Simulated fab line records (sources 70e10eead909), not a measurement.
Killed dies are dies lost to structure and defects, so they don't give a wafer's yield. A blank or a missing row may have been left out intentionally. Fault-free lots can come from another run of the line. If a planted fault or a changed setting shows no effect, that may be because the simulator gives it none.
fab line records ; flow nand_harc
[record] lots = 12; wafers = 36; last_day = 33
route steps=1302 shown A_BONDPAD@1230 THIN_TSV@1250 END@1302
lots that met no fault: from a run of the same line without faults
start_h: hours from the record's opening day to when the first of the lot's shown wafers began ; wait_h: hours from the lot's prior step to this one ; " same as the row above ; L1.1+2: a single row standing in for several wafers ; - no value present, or no start provided ; * or withheld: withheld ; < > ~ a bound
route shown NAME@n: names a module that has steps shown in the file, with the first one's number in the route ; usual: mean/standard deviation taken from wafers without a fault ; same: alike in all rows ; chamber/n: place in a boat ; sites: readings site by site ; _std_site: standard deviation across them ; _edge_site: outer sites' mean less inner sites' ; radius_mm: how far each site lies from the wafer's centre ; mask NAME#n: copy n ; behind: the tool/chamber that last shaped the wafer ; hold: why the lot went on hold/how many hours it stayed there/how the hold came to an end ; device: names the non-switching transistor (n, p or np) ; end of line: at the end of the route, the tests of the same wafers ; where a step has no rows: the recipe by itself ; killed: dies lost to structure and defects at the first sort, not the wafer's yield ; map: a wafer's dies, marking killed ones x, the rest . and places with no die _
set.NAME: the setting the step ran with; set.NAME@STEP: the setting that earlier step ran with ; model.NAME: the simulator's own value behind a step, which no gauge read
one table for each step of the route and one row for each wafer, over a sample of lots
services: the hour from which a tool's chamber was out of use, counted from the record's first day as start_h (under 0 if before that day), plus the number of hours and why
[[steps]]
[step NHARC_A_BONDPAD_ANNEAL_28]
[recipe] temp_c = 225; time_s = 90
[usual] wafer_temp_C_max = 226.08/0.29
lot.wafer;tool;chamber;start_h;wait_h;wafer_temp_C_max
L428.1;rtp_anneal-01;0;507.46;0.3;226.11
L428.2;rtp_anneal-01;0;507.46;0.3;225.74
L428.4;rtp_anneal-01;0;507.46;0.3;226.13
L429.1;rtp_anneal-02;0;535.39;0.3;226.95
L429.3;rtp_anneal-02;0;535.39;0.3;226.47
L429.6;rtp_anneal-02;0;535.39;0.3;226.13
L431.4;rtp_anneal-01;0;551.02;-;225.88
L431.5;rtp_anneal-01;0;551.02;-;225.91
L431.6;rtp_anneal-01;0;551.02;-;226.07
L430.1;rtp_anneal-02;0;551.90;0.3;226.11
L430.4;rtp_anneal-02;0;551.90;0.3;226.48
L430.5;rtp_anneal-02;0;551.90;0.3;226.48
L433.1;rtp_anneal-01;0;581.69;0.3;225.79
L433.4;rtp_anneal-01;0;581.69;0.3;226.26
L433.6;rtp_anneal-01;0;581.69;0.3;225.94
L435.2;rtp_anneal-02;0;596.91;-;226.22
L435.3;rtp_anneal-02;0;596.91;-;226.30
L435.4;rtp_anneal-02;0;596.91;-;226.13
L436.3;rtp_anneal-01;0;600.70;-;225.75
L436.4;rtp_anneal-01;0;600.70;-;226.06
L436.5;rtp_anneal-01;0;600.70;-;225.75
L439.1;rtp_anneal-02;0;625.53;-;226.32
L439.3;rtp_anneal-02;0;625.53;-;225.73
L439.4;rtp_anneal-02;0;625.53;-;226.20
L441.1;rtp_anneal-01;0;648.06;0.3;225.83
L441.2;rtp_anneal-01;0;648.06;0.3;225.89
L441.6;rtp_anneal-01;0;648.06;0.3;226.00
L444.1;rtp_anneal-02;0;691.22;0.3;226.00
L444.4;rtp_anneal-02;0;691.22;0.3;225.65
L444.6;rtp_anneal-02;0;691.22;0.3;225.71
L445.1;rtp_anneal-02;0;691.80;0.3;226.76
L445.2;rtp_anneal-02;0;691.80;0.3;225.91
L445.4;rtp_anneal-02;0;691.80;0.3;226.25
L451.2;rtp_anneal-01;0;749.48;-;226.27
L451.4;rtp_anneal-01;0;749.48;-;225.94
L451.6;rtp_anneal-01;0;749.48;-;225.79
[step NHARC_THIN_TSV_DEP_43]
[recipe] target_thk_a = 13285; temp_c = withheld; pressure_torr = 6.5; rf_w = 900; teos_flow_sccm = 161.4; flow_sccm = 2650; target_thk_nm = 1328.5; gas = O2; material = SiO2
[usual] mfc_precursor_sccm = 161.5/0.47; rf_fwd_power_W = 897.3/2.9; throttle_valve_pct = 16.1/0.82
lot.wafer;tool;chamber;start_h;wait_h;mfc_precursor_sccm;rf_fwd_power_W;throttle_valve_pct
L428.2;pecvd-04;1;520.60;-;162.3;899.1;15.4
L428.1;pecvd-04;0;520.60;-;161.1;892.2;15.8
L428.4;pecvd-04;2;520.60;-;160.9;900.2;16.3
L429.1;pecvd-02;0;547.96;-;161.6;893.2;15.5
L429.3;pecvd-02;1;547.96;-;161.9;897.6;15.4
L429.6;pecvd-02;0;547.96;-;161.8;894.9;15.6
L431.5;pecvd-02;0;563.31;-;161.6;900.7;15.7
L431.6;pecvd-02;1;563.31;-;161.5;896.7;15.1
L431.4;pecvd-02;2;563.31;-;162.5;894.4;17.0
L430.1;pecvd-01;2;564.41;-;161.2;895.7;15.8
L430.4;pecvd-01;2;564.41;-;161.5;898.2;15.6
L430.5;pecvd-01;0;564.41;-;161.6;899.2;16.0
L433.1;pecvd-01;2;594.21;-;161.2;894.3;15.9
L433.6;pecvd-01;0;594.21;-;161.6;900.9;16.3
L433.4;pecvd-01;1;594.21;-;162.2;896.0;17.3
L435.3;pecvd-02;2;609.15;-;161.5;899.1;16.8
L435.2;pecvd-02;1;609.15;-;162.6;894.4;15.1
L435.4;pecvd-02;0;609.15;-;161.3;894.3;15.0
L436.3;pecvd-02;2;613.60;-;161.7;898.3;16.6
L436.4;pecvd-02;0;613.60;-;161.5;899.5;15.1
L436.5;pecvd-02;2;613.60;-;161.4;895.9;16.8
L439.1;pecvd-01;2;637.98;-;161.4;898.3;16.0
L439.3;pecvd-01;0;637.98;-;161.5;893.0;16.3
L439.4;pecvd-01;0;637.98;-;162.1;893.1;16.0
L441.2;pecvd-02;2;661.81;-;161.6;902.4;16.8
L441.1;pecvd-02;1;661.81;-;161.3;896.4;14.9
L441.6;pecvd-02;2;661.81;-;162.1;893.8;16.9
L444.1;pecvd-02;2;705.45;-;161.7;896.5;16.8
L444.6;pecvd-02;2;705.45;-;160.7;900.1;17.1
L444.4;pecvd-02;0;705.45;-;161.0;900.5;14.9
L445.1;pecvd-02;1;706.62;-;161.0;897.4;15.0
L445.2;pecvd-02;2;706.62;-;161.2;901.9;16.6
L445.4;pecvd-02;2;706.62;-;161.3;900.2;17.0
L451.2;pecvd-04;0;764.33;-;161.0;903.7;16.5
L451.4;pecvd-04;2;764.33;-;162.1;897.5;17.0
L451.6;pecvd-04;2;764.33;-;161.2;898.6;17.5
[step NHARC_THIN_TSV_ETCHBACK_48]
[recipe] target_depth_a = 10285; over_etch_frac = 0.3; time_s = 405.17; ion_energy_ev = 250; c4f8_flow_sccm = withheld; ar_flow_sccm = withheld; rf_w = 600; bias_w = 300; chemistry = C4F8/Ar
[usual] bias_w = 299.9/0.91; oes_product_au = 0.942/0.027; rf_fwd_power_W = 598.8/2; rf_vpp_V = 547.2/2.8
lot.wafer;tool;chamber;start_h;wait_h;bias_w;oes_product_au;rf_fwd_power_W;rf_hours_counter_h;rf_vpp_V
L428.1;rie_diel-05;3;523.71;-;299.7;0.926;599.5;4.1;546.4
L428.4;rie_diel-05;0;523.71;-;300.0;0.918;600.0;6.5;550.6
L428.2;rie_diel-05;1;523.71;-;299.8;0.924;599.2;6.7;549.6
L429.3;rie_diel-03;1;551.05;-;300.6;1.002;601.6;5.1;550.4
L429.1;rie_diel-03;2;551.05;-;299.0;0.987;599.5;5.7;547.9
L429.6;rie_diel-03;3;551.05;-;300.1;0.998;598.1;-;546.6
L431.4;rie_diel-12;2;566.32;-;301.9;0.932;599.3;5.4;543.4
L431.5;rie_diel-12;2;566.32;-;300.7;0.930;600.7;-;543.1
L431.6;rie_diel-12;3;566.32;-;300.3;0.922;598.4;-;548.8
L430.4;rie_diel-12;3;567.63;-;299.3;0.915;601.5;6.5;545.7
L430.1;rie_diel-12;0;567.63;-;299.2;0.924;598.1;7.4;545.8
L430.5;rie_diel-12;2;567.63;-;299.0;0.922;598.9;-;545.7
L433.1;rie_diel-12;3;597.40;-;301.3;0.924;596.7;8.0;545.4
L433.6;rie_diel-12;3;597.40;-;301.5;0.922;598.4;-;546.7
L433.4;rie_diel-12;0;597.40;-;302.0;0.928;599.5;-;548.6
L435.4;rie_diel-05;1;612.10;-;299.0;0.989;592.0;1.9;550.1
L435.2;rie_diel-05;2;612.10;-;301.1;0.992;598.1;0.1;540.5
L435.3;rie_diel-05;0;612.10;-;299.7;0.998;595.0;1.9;551.3
L436.4;rie_diel-12;2;616.64;-;301.1;0.930;596.6;7.6;543.8
L436.3;rie_diel-12;3;616.64;-;299.7;0.929;599.4;9.6;545.9
L436.5;rie_diel-12;0;616.64;-;301.0;0.933;599.4;-;547.6
L439.1;rie_diel-12;1;641.00;-;298.6;0.970;599.8;1.2;546.9
L439.4;rie_diel-12;2;641.00;-;301.6;0.982;595.5;1.0;543.9
L439.3;rie_diel-12;0;641.00;-;300.8;0.978;601.0;1.1;546.2
L441.1;rie_diel-12;3;664.88;-;300.3;0.922;596.4;1.6;545.9
L441.2;rie_diel-12;1;664.88;-;300.4;0.926;598.7;2.1;547.5
L441.6;rie_diel-12;0;664.88;-;299.6;0.921;600.4;-;546.7
L444.4;rie_diel-03;3;708.49;-;300.5;0.926;598.4;3.5;547.3
L444.1;rie_diel-03;1;708.49;-;300.0;0.932;598.7;3.7;551.4
L444.6;rie_diel-03;0;708.49;-;298.8;0.922;598.3;-;552.6
L445.1;rie_diel-05;0;709.86;-;301.2;0.918;600.4;7.3;549.3
L445.4;rie_diel-05;1;709.86;-;299.8;0.917;601.8;7.8;551.1
L445.2;rie_diel-05;2;709.86;-;298.2;0.912;600.7;6.3;540.7
L451.4;rie_diel-03;1;767.57;-;299.3;0.942;596.3;6.1;550.5
L451.2;rie_diel-03;0;767.57;-;299.3;0.935;597.1;6.6;552.4
L451.6;rie_diel-03;2;767.57;-;300.6;0.928;597.1;-;548.5
[step NHARC_THIN_TSV_ETCH_59]
[recipe] target_depth_a = 8800; icp_w = 900; bias_w = 100; Cl2_flow_sccm = 60; bcl3_flow_sccm = 30; time_s = 138.1; chemistry = Cl2/BCl3
[usual] bias_w = 100.10/0.28; drypump_motor_current_A = 5.8/0.39; oes_product_au = 1.002/0.0082; rf_fwd_power_W = 895/3.2; throttle_valve_pct = 22.263/0.0098
lot.wafer;tool;chamber;start_h;wait_h;bias_w;drypump_motor_current_A;oes_product_au;rf_fwd_power_W;rf_hours_counter_h;throttle_valve_pct
L428.2;rie_metal-01;1;527.66;0.1;100.27;6.0;0.993;899;2.4;22.254
L428.1;rie_metal-01;0;527.66;0.1;99.44;6.0;0.995;892;2.0;22.263
L428.4;rie_metal-01;1;527.66;0.1;100.21;6.0;0.989;897;-;22.268
L429.1;rie_metal-01;1;554.98;0.1;100.03;6.0;0.977;898;2.7;22.280
L429.3;rie_metal-01;0;554.98;0.1;100.10;6.0;0.995;893;-;22.252
L429.6;rie_metal-01;1;554.98;0.1;100.05;5.9;0.994;896;-;22.258
L431.4;rie_metal-03;1;570.35;0.1;100.18;5.4;0.991;897;-;22.270
L431.6;rie_metal-03;1;570.35;0.1;100.26;5.4;1.009;898;-;22.270
L431.5;rie_metal-03;0;570.35;0.1;99.99;5.8;0.998;896;-;22.279
L430.1;rie_metal-01;1;571.55;0.1;100.34;6.0;0.987;892;3.1;22.261
L430.4;rie_metal-01;0;571.55;0.1;99.96;6.0;1.002;889;-;22.270
L430.5;rie_metal-01;0;571.55;0.1;99.55;6.0;0.995;896;-;22.252
L433.1;rie_metal-03;0;601.58;0.1;100.32;5.8;0.999;892;0.9;22.250
L433.4;rie_metal-03;0;601.58;0.1;100.21;5.8;0.994;889;-;22.255
L433.6;rie_metal-03;1;601.58;0.1;99.97;5.5;1.011;897;-;22.259
L435.2;rie_metal-01;0;615.93;0.1;100.12;6.0;0.999;892;0.3;22.269
L435.4;rie_metal-01;0;615.93;0.1;100.32;6.0;1.006;895;-;22.258
L435.3;rie_metal-01;1;615.93;0.1;100.64;6.0;0.995;895;-;22.261
L436.4;rie_metal-03;0;620.59;0.2;99.52;5.8;1.000;893;-;22.274
L436.3;rie_metal-03;1;620.59;0.2;100.17;5.4;1.017;893;-;22.254
L436.5;rie_metal-03;0;620.59;0.2;100.24;5.8;1.002;891;-;22.256
L439.1;rie_metal-01;1;645.00;0.1;100.58;6.0;1.005;897;1.0;22.258
L439.3;rie_metal-01;1;645.00;0.1;101.01;6.0;1.011;892;-;22.262
L439.4;rie_metal-01;0;645.00;0.1;100.43;6.0;1.009;894;-;22.269
L441.2;rie_metal-01;1;668.85;0.1;99.94;6.0;1.001;896;1.5;22.281
L441.1;rie_metal-01;0;668.85;0.1;100.64;6.0;1.002;895;1.5;22.254
L441.6;rie_metal-01;1;668.85;0.1;99.93;6.0;0.992;896;-;22.270
L444.1;rie_metal-02;0;712.52;0.1;100.20;5.2;1.008;898;0.7;22.251
L444.4;rie_metal-02;1;712.52;0.1;100.15;6.6;1.014;897;-;22.270
L444.6;rie_metal-02;0;712.52;0.1;100.16;5.2;1.007;895;-;22.255
L445.1;rie_metal-03;1;713.90;0.1;100.28;5.4;1.001;894;0.2;22.277
L445.2;rie_metal-03;0;713.90;0.1;100.65;5.8;0.998;898;0.2;22.260
L445.4;rie_metal-03;1;713.90;0.1;100.06;5.4;1.000;891;-;22.265
L451.2;rie_metal-03;1;771.59;0.1;99.97;5.4;1.006;896;1.1;22.253
L451.4;rie_metal-03;0;771.59;0.1;100.36;5.8;1.007;899;-;22.260
L451.6;rie_metal-03;0;771.59;0.1;100.32;5.8;0.996;900;-;22.266
[step NHARC_END_SORT_01]
[recipe] temp_c = 25
[usual] defect_limited_yield = 91/3; killed_at_array = 56/20; killed_at_other = 1/1.3; killed_at_periphery = 3.5/2.7; killed_dies = 60/20; killed_open = 3.3/1.6; killed_short = 2.4/1.5
[same] gross_dies = 677
lot.wafer;tool;chamber;start_h;wait_h;defect_limited_yield[%];killed_at_array;killed_at_other;killed_at_periphery;killed_dies;killed_open;killed_short
L430.1;prober-02;0;580.06;2.5;87;82;0;3;85;5;2
L430.4;prober-02;0;582.47;3.4;87;81;0;8;89;2;3
L430.5;prober-02;0;583.27;3.7;90;59;0;8;67;2;2
L436.3;prober-01;0;633.56;3.1;90;68;1;0;69;3;4
L436.4;prober-01;0;634.36;3.4;90;59;6;2;67;2;3
L436.5;prober-01;0;635.16;3.7;92;48;1;3;52;4;1
L439.4;prober-01;0;657.63;3.4;90;62;0;3;65;4;4
L441.1;prober-01;0;677.55;2.5;86;88;0;7;95;3;4
L444.1;prober-02;0;721.96;2.5;75;113;58;1;172;3;1
L444.4;prober-02;0;724.35;3.4;84;105;0;2;107;4;4
L444.6;prober-02;0;725.94;4.0;80;70;67;1;138;4;0
L445.1;prober-01;0;721.97;2.5;92;53;1;1;55;3;2
L445.2;prober-01;0;722.77;2.8;84;44;66;1;111;2;5
L445.4;prober-01;0;724.38;3.4;84;42;63;3;108;1;3
// killed by level:class
L430.1 A_CHANNEL_HOLE_D2:chamber_film_flake=34 A_SLIT:chamber_film_flake=21 A_SGD_CUT:chamber_film_flake=7 A_CHANNEL_HOLE_D1:chamber_film_flake=5 A_STAIRCASE:chamber_film_flake=5 A_DECK1_JOINT:geometric_particle:open=2 P_GATE:chamber_film_flake=2 A_CONTACT:chamber_film_flake=2
L430.4 A_CHANNEL_HOLE_D2:chamber_film_flake=37 A_SLIT:chamber_film_flake=28 A_SGD_CUT:chamber_film_flake=4 P_GATE:chamber_film_flake=3 A_STAIRCASE:chamber_film_flake=3 A_M0:geometric_particle:open=2 P_STI:chamber_film_flake=2 A_CHANNEL_HOLE_D1:chamber_film_flake=2
L430.5 A_SLIT:chamber_film_flake=29 A_CHANNEL_HOLE_D2:chamber_film_flake=16 A_CHANNEL_HOLE_D1:chamber_film_flake=6 P_STI:chamber_film_flake=4 P_ZERO_WELL:chamber_film_flake=2 P_GATE:chamber_film_flake=2 A_SGD_CUT:chamber_film_flake=2 A_CONTACT:chamber_film_flake=2
L436.3 A_CHANNEL_HOLE_D2:chamber_film_flake=32 A_SLIT:chamber_film_flake=24 A_CONTACT:chamber_film_flake=2 A_SOURCE_PLATE:geometric_particle:open=1 A_CHANNEL_FILL_D1:geometric_particle:short=1 A_ONON_D2:geometric_particle:short=1 A_CHANNEL_HOLE_D2:geometric_particle:short=1 A_SGD_CUT:geometric_particle:open=1
L436.4 A_SLIT:chamber_film_flake=29 A_CHANNEL_HOLE_D2:chamber_film_flake=18 THIN_TSV:chamber_film_flake=5 A_CHANNEL_HOLE_D1:chamber_film_flake=4 A_CHANNEL_FILL_D2:chamber_film_flake=3 A_CHANNEL_FILL_D2:geometric_particle:short=2 P_GATE:geometric_particle:open=1 A_CHANNEL_FILL_D1:geometric_particle:open=1
L436.5 A_SLIT:chamber_film_flake=23 A_CHANNEL_HOLE_D2:chamber_film_flake=13 A_CHANNEL_HOLE_D1:chamber_film_flake=6 P_STI:geometric_particle:short=1 P_CONTACT:geometric_particle:open=1 A_CONTACT:geometric_particle:open=1 A_BLC:geometric_particle:open=1 A_M0:geometric_particle:open=1
L439.4 A_CHANNEL_HOLE_D1:chamber_film_flake=29 A_CHANNEL_HOLE_D2:chamber_film_flake=21 A_CHANNEL_FILL_D1:geometric_particle:open=2 P_GATE:chamber_film_flake=2 A_CHANNEL_FILL_D2:chamber_film_flake=2 A_SLIT:chamber_film_flake=2 P_M1:geometric_particle:short=1 A_ONON_D1:geometric_particle:short=1
L441.1 A_SLIT:chamber_film_flake=33 A_CHANNEL_HOLE_D1:chamber_film_flake=29 A_CHANNEL_HOLE_D2:chamber_film_flake=12 P_BONDPAD:chamber_film_flake=4 A_WL_FILL:chamber_film_flake=3 A_STAIRCASE:chamber_film_flake=3 A_CONTACT:chamber_film_flake=2 P_GATE:geometric_particle:open=1
L444.1 THIN_TSV:unspecified=58 A_CHANNEL_HOLE_D1:chamber_film_flake=35 A_SLIT:chamber_film_flake=32 A_CHANNEL_HOLE_D2:chamber_film_flake=27 A_CONTACT:chamber_film_flake=9 A_WL_FILL:chamber_film_flake=3 A_STAIRCASE:chamber_film_flake=2 A_SGD_CUT:geometric_particle:open=1
L445.1 A_CHANNEL_HOLE_D1:chamber_film_flake=35 A_SLIT:chamber_film_flake=4 A_CONTACT:chamber_film_flake=3 A_STAIRCASE:chamber_film_flake=3 P_M0:geometric_particle:open=1 A_SOURCE_PLATE:geometric_particle:open=1 A_CHANNEL_FILL_D1:geometric_particle:short=1 A_ONON_D2:geometric_particle:short=1
L445.2 THIN_TSV:unspecified=66 A_CHANNEL_HOLE_D1:chamber_film_flake=15 A_CONTACT:chamber_film_flake=7 A_SLIT:chamber_film_flake=5 A_CHANNEL_FILL_D1:geometric_particle:short=3 A_CHANNEL_FILL_D1:chamber_film_flake=3 A_STAIRCASE:chamber_film_flake=3 A_WL_FILL:chamber_film_flake=2
L444.4 A_SLIT:chamber_film_flake=34 A_CHANNEL_HOLE_D1:chamber_film_flake=28 A_CHANNEL_HOLE_D2:chamber_film_flake=24 A_WL_FILL:chamber_film_flake=5 A_DECK1_JOINT:chamber_film_flake=3 P_GATE:chamber_film_flake=2 A_CONTACT:chamber_film_flake=2 A_ONON_D1:geometric_particle:short=1
L445.4 THIN_TSV:unspecified=61 A_CHANNEL_HOLE_D1:chamber_film_flake=26 A_CONTACT:chamber_film_flake=7 A_SLIT:chamber_film_flake=3 P_M2:chamber_film_flake=2 THIN_TSV:chamber_film_flake=2 P_M0:geometric_particle:open=1 A_SOURCE_PLATE:geometric_particle:short=1
L444.6 THIN_TSV:unspecified=66 A_SLIT:chamber_film_flake=33 A_CHANNEL_HOLE_D1:chamber_film_flake=16 A_CHANNEL_HOLE_D2:chamber_film_flake=13 A_CONTACT:chamber_film_flake=5 P_CONTACT:geometric_particle:open=1 A_ONON_D1:geometric_particle:open=1 THIN_TSV:chamber_film_flake=1
[[services]]
tool;chamber;start_h;hours;kind
pecvd-01;-;492.36;13.0;pm
rie_metal-03;-;519.00;9.0;pm
rie_diel-03;-;568.25;4.1;repair
rie_metal-01;-;575.00;9.0;pm
rie_diel-05;2;582.00;29.5;repair
rie_diel-05;-;583.60;9.0;pm
pecvd-02;-;589.33;13.0;pm
rie_diel-12;2;591.49;8.6;repair
rie_diel-12;-;622.40;9.0;pm
rie_diel-03;-;635.81;9.0;pm
rie_diel-12;2;645.39;8.7;repair
pecvd-02;2;646.45;1.9;repair
rie_metal-03;1;654.76;9.0;repair
pecvd-01;-;673.36;13.0;pm
rie_diel-12;2;694.52;6.6;repair
rie_metal-03;-;696.00;9.0;pm
rie_diel-12;1;704.83;9.8;repair
rie_metal-03;0;729.14;10.3;repair
rie_diel-05;1;734.74;7.7;repair
rtp_anneal-02;-;744.00;12.0;pm
rie_diel-03;2;746.48;8.5;repair
rie_metal-01;-;752.00;9.0;pm
rie_diel-05;-;760.60;9.0;pm
pecvd-02;-;770.47;13.0;pm
[[key]]
[first_sign] step = NHARC_END_SORT_01; reading = killed_at_other; direction = up; sigmas = 48; usual = 1; struck = 63.5
[effect] step = NHARC_END_SORT_01; reading = defect_limited_yield; direction = down; sigmas = 3.5; usual = 91; struck = 80
[more_kills_born_at] NHARC_THIN_TSV_DEP_43@pecvd-02 = 251
met_at NHARC_THIN_TSV_DEP_43
struck_lots L444,L445
struck_wafers L444.1,L444.6,L445.2,L445.4
not_acting_at NHARC_A_BONDPAD_ANNEAL_28,NHARC_THIN_TSV_ETCHBACK_48,NHARC_THIN_TSV_ETCH_59
onset_between 661.81 705.45
[fault] kind = chamber_particle_source; tool = pecvd-02; chamber = 2; onset_h = 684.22; steps = NHARC_THIN_TSV_DEP_43; rate_per_visit_cm2 = 1.3396; end_h = 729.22
